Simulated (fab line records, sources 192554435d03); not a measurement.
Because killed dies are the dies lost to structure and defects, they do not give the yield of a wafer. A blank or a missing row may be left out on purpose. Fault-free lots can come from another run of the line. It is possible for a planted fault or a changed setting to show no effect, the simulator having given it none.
Matching of chambers	flow n5_finfet	N5_FIN_SAQP_STRIP_70 on rie_diel-01: 4 sister chambers
The step strips in N2/H2. 4 wafers are shown with their chamber, then 8 later ones without.

== WAFERS WITH THEIR CHAMBER ==
wafer	chamber	drypump_motor_current_A (A)
L085.1	3	5.7
L085.2	2	6.1
L085.3	0	5.2
L088.2	1	5.9

== WAFERS WITH NO CHAMBER GIVEN ==
wafer	drypump_motor_current_A (A)
L088.3	6.1
L088.5	5.2
L092.2	6.1
L092.5	5.7
L092.6	5.3
L093.1	6.1
L093.3	5.7
L093.6	5.7

== THE CHAMBER EACH PASSED THROUGH ==
wafer	from the rows above	in truth
L088.3	2	2
L088.5	0	0
L092.2	2	2
L092.5	3	3
L092.6	0	0
L093.1	2	2
L093.3	3	3
L093.6	3	3
Correctly placed: 8 of 8. From these rows, 0 cannot be placed. 0 placed wrongly.
How it was worked out, from the rows above alone: a wafer's distance from a chamber is the root of the sum, over the readings, of the square of ((its reading less the chamber's mean) divided by the reading's scatter). The wafer belongs to the nearest chamber; if the next one is less than 2 further off, it can't be placed. A chamber's mean is the mean of its shown wafers. The scatter: with one shown wafer a chamber, the root of the mean of the squares of how far each hidden wafer lies from its nearest shown one.
